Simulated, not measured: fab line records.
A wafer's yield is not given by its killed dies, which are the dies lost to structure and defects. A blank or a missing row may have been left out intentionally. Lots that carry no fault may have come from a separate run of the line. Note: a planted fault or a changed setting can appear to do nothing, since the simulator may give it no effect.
fab line records + flow nand-harc
[record]
- lots = 12
- wafers = 36
- last-day = 33
route steps=1302 shown A_CHANNEL_FILL_D2@638 A_STAIRCASE@651
lots that met no fault: from a run of the same line without faults
start-h: hours from the record's opening day to when the first of the lot's shown wafers began + wait-h: hours elapsed since this lot's preceding step + " the same as in the row above + L1.1+2: a single row standing in for several wafers + - value missing, or start not given + * or withheld: withheld + < > ~ a bound
route shown NAME@n: names a module that has steps shown in the file, with the first one's number in the route + usual: mean and standard deviation over wafers with no fault + same: alike in all rows + chamber/n: place in a boat + sites: per-site readings + _std_site: the values' standard deviation + _edge_site: the outer-site mean with the inner-site mean subtracted + radius-mm: how far each site lies from the wafer's centre + mask NAME#n: copy n + behind: the last tool/chamber to shape the wafer + hold: the reason the lot was held/the length of the hold in hours/how it ended + device: the transistor (n, p or np) that didn't switch + end of line: tests of these same wafers at the route's end + a step without rows: its recipe alone + killed: not the wafer's yield, but the dies lost to structure and defects at the first sort + map: a wafer's dies, x killed, . not, _ none there
set.NAME: the setting as run; set.NAME@STEP: as run at that earlier step + model.NAME: the simulator's own value behind a step, which no gauge read
route steps across a sampled set of lots; one table per step, one row per wafer
services: a tool's chamber out of use, with start hour (start-h, from the record's first day; less than 0 if before it), hours out, and reason
[[steps]]
[step NHARC_A_CHANNEL_FILL_D2_INSPECT_13]
[usual]
- raw-defect-count = 412/140
| lot.wafer | tool              | chamber | start-h | wait-h | raw-defect-count |
|-----------|-------------------|---------|---------|--------|------------------|
| L503.1    | defect-inspect-02 | -       | 353.12  | 0.2    | 323              |
| L503.5    | "                 | -       | "       | "      | 373              |
| L503.6    | "                 | -       | "       | "      | 376              |
| L505.3    | defect-inspect-02 | -       | 361.31  | 0.1    | 442              |
| L505.4    | "                 | -       | "       | "      | 258              |
| L505.6    | "                 | -       | "       | "      | 368              |
| L506.4    | defect-inspect-02 | -       | 401.46  | 0.1    | 282              |
| L506.5    | "                 | -       | "       | "      | 416              |
| L506.6    | "                 | -       | "       | "      | 397              |
| L507.1    | defect-inspect-01 | -       | 401.63  | 0.2    | 440              |
| L507.3    | "                 | -       | "       | "      | 348              |
| L507.6    | "                 | -       | "       | "      | 335              |
| L517.1    | defect-inspect-01 | -       | 493.96  | 0.2    | 906              |
| L517.3    | "                 | -       | "       | "      | 484              |
| L517.6    | "                 | -       | "       | "      | 669              |
| L516.1    | defect-inspect-02 | -       | 493.97  | 0.2    | 434              |
| L516.5    | "                 | -       | "       | "      | 252              |
| L516.6    | "                 | -       | "       | "      | 460              |
| L520.2    | defect-inspect-01 | -       | 523.57  | 0.2    | 411              |
| L520.5    | "                 | -       | "       | "      | 472              |
| L520.6    | "                 | -       | "       | "      | 393              |
| L521.1    | defect-inspect-02 | -       | 523.58  | 0.2    | 851              |
| L521.2    | "                 | -       | "       | "      | 456              |
| L521.5    | "                 | -       | "       | "      | 778              |
| L522.2    | defect-inspect-02 | -       | 537.87  | 0.1    | 209              |
| L522.4    | "                 | -       | "       | "      | 252              |
| L522.5    | "                 | -       | "       | "      | 202              |
| L525.1    | defect-inspect-01 | -       | 576.17  | 0.2    | 352              |
| L525.2    | "                 | -       | "       | "      | 333              |
| L525.5    | "                 | -       | "       | "      | 320              |
| L524.3    | defect-inspect-02 | -       | 580.62  | 0.1    | 581              |
| L524.5    | "                 | -       | "       | "      | 789              |
| L524.6    | "                 | -       | "       | "      | 466              |
| L526.3    | defect-inspect-01 | -       | 590.47  | 0.1    | 311              |
| L526.4    | "                 | -       | "       | "      | 268              |
| L526.5    | "                 | -       | "       | "      | 283              |
[step NHARC_A_STAIRCASE_ETCH_169]
[recipe]
- target-depth-a = 500
- time-s = 107.1
- ion-energy-ev = 120
- ch3f-flow-sccm = 50
- o2-flow-sccm = 30
- ar-flow-sccm = 200
- rf-w = 500
- bias-w = 100
- chemistry = CH3F/O2
[usual]
- bias-w = 99.97/0.29
- drypump-motor-current-A = 5.8/0.34
- oes-product-au = 0.959/0.018
- rf-vpp-V = 244.1/1.8
- showerhead-plenum-p-Torr = 2.44/0.11
- throttle-valve-pct = 20.663/0.0093
[same]
- time-s = 107.1
| lot.wafer | tool        | chamber | start-h | wait-h | bias-w | drypump-motor-current-A | oes-product-au | rf-hours-counter-h | rf-vpp-V | showerhead-plenum-p-Torr | throttle-valve-pct |
|-----------|-------------|---------|---------|--------|--------|-------------------------|----------------|--------------------|----------|--------------------------|--------------------|
| L503.1    | rie-diel-13 | 0       | 354.35  | 0.2    | 99.72  | 5.9                     | 0.943          | 1                  | 246.2    | 2.53                     | 20.677             |
| L503.6    | "           | 1       | "       | "      | 99.86  | 5.6                     | 0.945          | -                  | 246.3    | 2.55                     | 20.661             |
| L503.5    | "           | 2       | "       | "      | 99.50  | 6.1                     | 0.964          | -                  | 247.3    | 2.61                     | 20.670             |
| L505.3    | rie-diel-01 | 3       | 362.44  | 0.1    | 99.95  | 6.4                     | 0.966          | 50                 | 242.0    | 2.32                     | 20.653             |
| L505.4    | "           | 1       | "       | "      | 99.62  | 5.7                     | 0.962          | 52                 | 244.6    | 2.54                     | 20.666             |
| L505.6    | "           | 3       | "       | "      | 99.79  | 6.4                     | 0.974          | -                  | 242.9    | 2.32                     | 20.666             |
| L506.4    | rie-diel-13 | 1       | 402.52  | 0.1    | 100.12 | 5.6                     | 0.947          | -                  | 244.7    | 2.55                     | 20.663             |
| L506.6    | "           | 2       | "       | "      | 100.18 | 6.1                     | 0.944          | -                  | 245.4    | 2.61                     | 20.672             |
| L506.5    | "           | 3       | "       | "      | 99.87  | 5.1                     | 0.941          | -                  | 241.7    | 2.33                     | 20.661             |
| L507.1    | rie-diel-03 | 3       | 402.64  | 0.1    | 99.78  | 5.4                     | 0.964          | 40                 | 242.3    | 2.35                     | 20.668             |
| L507.3    | "           | 0       | "       | "      | 99.91  | 6.2                     | 0.964          | 36                 | 241.7    | 2.28                     | 20.667             |
| L507.6    | "           | 3       | "       | "      | 99.76  | 5.4                     | 0.968          | -                  | 243.6    | 2.35                     | 20.649             |
| L516.1    | rie-diel-03 | 2       | 495.38  | 0.1    | 99.94  | 6.1                     | 0.937          | 5                  | 242.4    | 2.32                     | 20.656             |
| L516.5    | "           | 2       | "       | "      | 100.38 | 6.1                     | 0.927          | -                  | 241.0    | 2.32                     | 20.666             |
| L516.6    | "           | 3       | "       | "      | 99.76  | 5.4                     | 0.943          | -                  | 242.7    | 2.34                     | 20.667             |
| L517.3    | rie-diel-01 | 1       | 495.87  | 0.8    | 99.99  | 5.6                     | 0.947          | 33                 | 246.7    | 2.53                     | 20.649             |
| L517.1    | "           | 2       | "       | "      | 100.06 | 5.9                     | 0.938          | 28                 | 242.5    | 2.40                     | 20.653             |
| L517.6    | "           | 2       | "       | "      | 99.93  | 5.9                     | 0.941          | -                  | 243.1    | 2.40                     | 20.677             |
| L521.2    | rie-diel-01 | 0       | 524.62  | 0.1    | 99.71  | 6.0                     | 0.940          | 47                 | 245.3    | 2.47                     | 20.677             |
| L521.1    | "           | 3       | "       | "      | 99.93  | 6.3                     | 0.938          | 41                 | 242.6    | 2.30                     | 20.671             |
| L521.5    | "           | 1       | "       | "      | 99.79  | 5.6                     | 0.969          | -                  | 245.9    | 2.52                     | 20.686             |
| L520.2    | rie-diel-01 | 1       | 525.00  | 0.3    | 100.08 | 5.7                     | 0.953          | 43                 | 244.4    | 2.52                     | 20.654             |
| L520.5    | "           | 3       | "       | "      | 99.77  | 6.4                     | 0.926          | -                  | 242.7    | 2.30                     | 20.654             |
| L520.6    | "           | 0       | "       | "      | 100.38 | 5.9                     | 0.933          | -                  | 245.1    | 2.47                     | 20.661             |
| L522.2    | rie-diel-03 | 2       | 538.87  | 0.1    | 99.87  | 6.2                     | 0.951          | 28                 | 242.6    | 2.31                     | 20.655             |
| L522.4    | "           | 1       | "       | "      | 100.18 | 5.7                     | 0.980          | 27                 | 245.4    | 2.46                     | 20.662             |
| L522.5    | "           | 2       | "       | "      | 99.39  | 6.2                     | 0.956          | -                  | 243.2    | 2.31                     | 20.651             |
| L525.2    | rie-diel-03 | 3       | 577.35  | 0.1    | 100.06 | 5.4                     | 0.988          | 41                 | 241.7    | 2.33                     | 20.665             |
| L525.1    | "           | 0       | "       | "      | 100.05 | 6.1                     | 0.964          | 41                 | 246.6    | 2.64                     | 20.671             |
| L525.5    | "           | 2       | "       | "      | 99.93  | 6.2                     | 0.966          | -                  | 242.1    | 2.31                     | 20.657             |
| L524.3    | rie-diel-03 | 0       | 581.76  | 0.1    | 100.16 | 6.2                     | 0.967          | 43                 | 247.7    | 2.64                     | 20.660             |
| L524.5    | "           | 3       | "       | "      | 99.82  | 5.4                     | 0.981          | -                  | 244.1    | 2.33                     | 20.652             |
| L524.6    | "           | 0       | "       | "      | 99.99  | 6.2                     | 0.969          | -                  | 247.2    | 2.64                     | 20.668             |
| L526.3    | rie-diel-03 | 0       | 591.76  | 0.1    | 100.03 | 6.2                     | 0.970          | 45                 | 246.7    | 2.64                     | 20.649             |
| L526.4    | "           | 1       | "       | "      | 99.96  | 5.7                     | 0.960          | 47                 | 245.5    | 2.45                     | 20.658             |
| L526.5    | "           | 3       | "       | "      | 99.96  | 5.4                     | 0.981          | -                  | 243.2    | 2.33                     | 20.661             |
[step NHARC_A_STAIRCASE_ETCH_170]
[recipe]
- target-depth-a = 2000
- time-s = 66.667
- ion-energy-ev = 250
- c4f6-flow-sccm = 25
- o2-flow-sccm = 20
- ar-flow-sccm = 500
- rf-w = 600
- bias-w = 500
- chemistry = C4F6/O2
[usual]
- bias-w = 500.0/1.6
- drypump-motor-current-A = 5.8/0.35
- oes-product-au = 0.973/0.014
- rf-vpp-V = 546/3.5
- showerhead-plenum-p-Torr = 3.90/0.17
- throttle-valve-pct = 26.904/0.0092
[same]
- time-s = 66.667
| lot.wafer | tool        | chamber | start-h | wait-h | bias-w | drypump-motor-current-A | oes-product-au | rf-hours-counter-h | rf-vpp-V | showerhead-plenum-p-Torr | throttle-valve-pct |
|-----------|-------------|---------|---------|--------|--------|-------------------------|----------------|--------------------|----------|--------------------------|--------------------|
| L503.1    | rie-diel-13 | 0       | -       | -      | 500.1  | 5.9                     | 0.936          | 1                  | 549      | 4.03                     | 26.923             |
| L503.5    | "           | 0       | "       | "      | 499.7  | 5.9                     | 0.952          | -                  | 550      | 4.03                     | 26.897             |
| L503.6    | "           | 1       | "       | "      | 502.1  | 5.6                     | 0.973          | -                  | 550      | 4.06                     | 26.904             |
| L505.4    | rie-diel-01 | 1       | -       | -      | 499.3  | 5.7                     | 0.973          | 52                 | 549      | 4.05                     | 26.892             |
| L505.3    | "           | 0       | "       | "      | 501.6  | 5.9                     | 0.976          | 47                 | 546      | 3.98                     | 26.904             |
| L505.6    | "           | 2       | "       | "      | 501.0  | 5.9                     | 0.983          | -                  | 546      | 3.86                     | 26.906             |
| L506.5    | rie-diel-13 | 2       | -       | -      | 498.1  | 6.1                     | 0.962          | -                  | 552      | 4.15                     | 26.902             |
| L506.4    | "           | 3       | "       | "      | 500.7  | 5.1                     | 0.955          | -                  | 543      | 3.73                     | 26.907             |
| L506.6    | "           | 1       | "       | "      | 501.9  | 5.6                     | 0.981          | -                  | 550      | 4.06                     | 26.891             |
| L507.3    | rie-diel-03 | 1       | -       | -      | 500.8  | 5.7                     | 0.995          | 32                 | 548      | 3.96                     | 26.907             |
| L507.1    | "           | 3       | "       | "      | 497.5  | 5.4                     | 0.978          | 40                 | 544      | 3.76                     | 26.900             |
| L507.6    | "           | 1       | "       | "      | 503.2  | 5.7                     | 0.996          | -                  | 548      | 3.96                     | 26.899             |
| L516.1    | rie-diel-03 | 0       | -       | -      | 500.7  | 6.2                     | 0.966          | 4                  | 553      | 4.22                     | 26.896             |
| L516.6    | "           | 2       | "       | "      | 496.8  | 6.2                     | 0.953          | -                  | 542      | 3.72                     | 26.899             |
| L516.5    | "           | 3       | "       | "      | 502.6  | 5.4                     | 0.993          | -                  | 544      | 3.75                     | 26.902             |
| L517.1    | rie-diel-01 | 0       | -       | -      | 499.0  | 5.9                     | 0.934          | 36                 | 547      | 3.95                     | 26.882             |
| L517.3    | "           | 2       | "       | "      | 499.7  | 5.9                     | 0.971          | 28                 | 545      | 3.84                     | 26.889             |
| L517.6    | "           | 1       | "       | "      | 497.6  | 5.6                     | 0.978          | -                  | 548      | 4.03                     | 26.913             |
| L521.2    | rie-diel-01 | 0       | -       | -      | 500.4  | 5.9                     | 0.981          | 47                 | 546      | 3.95                     | 26.913             |
| L521.1    | "           | 1       | "       | "      | 498.8  | 5.7                     | 0.987          | 43                 | 551      | 4.02                     | 26.886             |
| L521.5    | "           | 0       | "       | "      | 501.3  | 5.9                     | 0.960          | -                  | 548      | 3.95                     | 26.913             |
| L520.2    | rie-diel-01 | 1       | -       | -      | 503.3  | 5.6                     | 0.978          | 43                 | 549      | 4.02                     | 26.885             |
| L520.5    | "           | 3       | "       | "      | 503.1  | 6.3                     | 0.954          | -                  | 542      | 3.69                     | 26.916             |
| L520.6    | "           | 0       | "       | "      | 496.0  | 5.9                     | 0.966          | -                  | 549      | 3.95                     | 26.896             |
| L522.4    | rie-diel-03 | 0       | -       | -      | 501.6  | 6.2                     | 0.979          | 27                 | 552      | 4.21                     | 26.890             |
| L522.2    | "           | 1       | "       | "      | 500.0  | 5.7                     | 0.980          | 27                 | 546      | 3.93                     | 26.906             |
| L522.5    | "           | 3       | "       | "      | 500.4  | 5.4                     | 1.013          | -                  | 544      | 3.74                     | 26.919             |
| L525.1    | rie-diel-03 | 2       | -       | -      | 498.9  | 6.2                     | 0.969          | 42                 | 543      | 3.70                     | 26.914             |
| L525.2    | "           | 3       | "       | "      | 499.4  | 5.4                     | 0.992          | 41                 | 541      | 3.73                     | 26.886             |
| L525.5    | "           | 2       | "       | "      | 500.2  | 6.2                     | 0.987          | -                  | 542      | 3.70                     | 26.907             |
| L524.3    | rie-diel-03 | 1       | -       | -      | 499.7  | 5.7                     | 0.990          | 46                 | 546      | 3.92                     | 26.913             |
| L524.6    | "           | 0       | "       | "      | 501.1  | 6.2                     | 0.976          | -                  | 553      | 4.20                     | 26.906             |
| L524.5    | "           | 1       | "       | "      | 499.6  | 5.7                     | 0.988          | -                  | 547      | 3.92                     | 26.905             |
| L526.3    | rie-diel-03 | 0       | -       | -      | 499.7  | 6.2                     | 0.986          | 45                 | 552      | 4.20                     | 26.894             |
| L526.4    | "           | 3       | "       | "      | 503.0  | 5.4                     | 0.994          | 45                 | 543      | 3.73                     | 26.920             |
| L526.5    | "           | 1       | "       | "      | 499.7  | 5.7                     | 0.969          | -                  | 547      | 3.92                     | 26.915             |
[step NHARC_A_STAIRCASE_STRIP_172]
[recipe]
- time-s = 900
- temp-c = 130
- chemistry = SPM
[usual]
- bath-guard-temp-C = 130.0/0.48
- bath-heat-duty-pct = 15.5/2.1
- time-s = 900/0
| lot.wafer | tool         | chamber | start-h | wait-h | bath-guard-temp-C | bath-heat-duty-pct | time-s |
|-----------|--------------|---------|---------|--------|-------------------|--------------------|--------|
| L503.6    | wet-bench-05 | 2       | 354.91  | 0.1    | 129.5             | 13.1               | 900    |
| L503.1    | "            | 3       | "       | "      | 130.7             | 17.6               | 900    |
| L503.5    | "            | 5       | "       | "      | 131.0             | 15.7               | 900    |
| L505.3    | wet-bench-04 | 3       | 363.03  | 0.2    | 129.6             | 17.3               | 900    |
| L505.4    | "            | 4       | "       | "      | 129.7             | 16.5               | 900    |
| L505.6    | "            | 5       | "       | "      | 129.2             | 15.6               | 900    |
| L506.4    | wet-bench-04 | 7       | 403.09  | 0.2    | -                 | -                  | -      |
| L506.6    | "            | 3       | "       | "      | -                 | -                  | -      |
| L506.5    | "            | 4       | "       | "      | -                 | -                  | -      |
| L507.3    | wet-bench-05 | 7       | 403.22  | 0.2    | -                 | -                  | -      |
| L507.6    | "            | 1       | "       | "      | -                 | -                  | -      |
| L507.1    | "            | 2       | "       | "      | -                 | -                  | -      |
| L516.5    | wet-bench-05 | 7       | 495.99  | 0.1    | 130.2             | 12.3               | 900    |
| L516.1    | "            | 0       | "       | "      | 129.9             | 14.5               | 900    |
| L516.6    | "            | 1       | "       | "      | 130.3             | 16.8               | 900    |
| L517.6    | wet-bench-04 | 2       | 496.65  | 0.1    | 128.8             | 16.2               | 900    |
| L517.3    | "            | 5       | "       | "      | 129.6             | 16.6               | 900    |
| L517.1    | "            | 6       | "       | "      | 129.7             | 18.1               | 900    |
| L521.1    | wet-bench-05 | 2       | 525.24  | 0.3    | 129.6             | 14.5               | 900    |
| L521.5    | "            | 4       | "       | "      | 130.1             | 15.9               | 900    |
| L521.2    | "            | 5       | "       | "      | 130.7             | 16.5               | 900    |
| L520.6    | wet-bench-04 | 7       | 525.63  | 0.1    | 130.8             | 17.2               | 900    |
| L520.5    | "            | 0       | "       | "      | 130.5             | 17.8               | 900    |
| L520.2    | "            | 1       | "       | "      | 129.8             | 14.1               | 900    |
| L522.5    | wet-bench-05 | 1       | 539.45  | 0.1    | 130.1             | 17.7               | 900    |
| L522.4    | "            | 4       | "       | "      | 130.3             | 15.6               | 900    |
| L522.2    | "            | 6       | "       | "      | 130.0             | 14.3               | 900    |
| L525.1    | wet-bench-04 | 5       | 577.94  | 0.3    | 129.6             | 14.6               | 900    |
| L525.2    | "            | 6       | "       | "      | 130.5             | 18.7               | 900    |
| L525.5    | "            | 7       | "       | "      | 130.9             | 16.3               | 900    |
| L524.6    | wet-bench-06 | 0       | 582.46  | 0.1    | 130.3             | 13.1               | 900    |
| L524.5    | "            | 2       | "       | "      | 129.9             | 20.2               | 900    |
| L524.3    | "            | 5       | "       | "      | 129.9             | 15.3               | 900    |
| L526.3    | wet-bench-06 | 1       | 592.33  | 0.2    | 129.1             | 14.2               | 900    |
| L526.4    | "            | 2       | "       | "      | 130.3             | 19.6               | 900    |
| L526.5    | "            | 3       | "       | "      | 130.0             | 12.5               | 900    |
[[services]]
| tool         | chamber | start-h | hours | kind   |
|--------------|---------|---------|-------|--------|
| rie-diel-03  | 1       | 336.74  | 2.4   | repair |
| rie-diel-03  | -       | 339.64  | 0.6   | repair |
| rie-diel-13  | -       | 343.02  | 9.0   | pm     |
| rie-diel-03  | 0       | 343.11  | -     | clean  |
| rie-diel-03  | 1       | 343.11  | -     | clean  |
| rie-diel-03  | 2       | 343.11  | -     | clean  |
| wet-bench-06 | -       | 369.60  | 8.0   | pm     |
| rie-diel-01  | -       | 380.82  | 9.0   | pm     |
| rie-diel-01  | -       | 396.72  | 0.4   | repair |
| rie-diel-13  | 0       | 401.64  | 10.6  | repair |
| wet-bench-04 | -       | 403.23  | 8.0   | pm     |
| wet-bench-05 | -       | 436.80  | 8.0   | pm     |
| rie-diel-03  | -       | 461.71  | 9.0   | pm     |
| rie-diel-13  | 1       | 485.28  | 3.4   | repair |
| rie-diel-13  | 3       | 517.00  | 2.9   | repair |
| rie-diel-13  | 2       | 518.14  | 4.1   | repair |
| rie-diel-13  | -       | 520.08  | 9.0   | pm     |
| wet-bench-05 | -       | 530.24  | 1.0   | repair |
| wet-bench-06 | -       | 545.60  | 8.0   | pm     |
| rie-diel-03  | 2       | 563.07  | 2.6   | repair |
| wet-bench-05 | -       | 570.97  | 1.1   | repair |
| rie-diel-01  | 2       | 573.91  | 10.4  | repair |
| wet-bench-04 | -       | 579.23  | 8.0   | pm     |
| rie-diel-13  | -       | 586.75  | 0.2   | repair |
[[key]]
[first-sign]
- step = NHARC_A_STAIRCASE_STRIP_172
- reading = tool-record
- direction = missing
effect none on later readings
met-at NHARC_A_STAIRCASE_STRIP_172
struck-lots L506,L507
tester-left-out L506,L507
not-acting-at NHARC_A_CHANNEL_FILL_D2_INSPECT_13,NHARC_A_STAIRCASE_ETCH_169,NHARC_A_STAIRCASE_ETCH_170
onset-between 363.03 403.09
[fault]
- kind = skipped-step-whole
- tool = wet-bench-04,wet-bench-05
- chamber = -
- onset-h = 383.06
- steps = NHARC_A_STAIRCASE_STRIP_172
- scope = struck-lots-only
// tester-left-out: of these lots the tester's yield and bins aren't shown, on N5 and GAA mostly nor the transistor test; their killed dies are dies lost to structure and defects alone, not to doping, threshold or leakage, so they don't give the yield
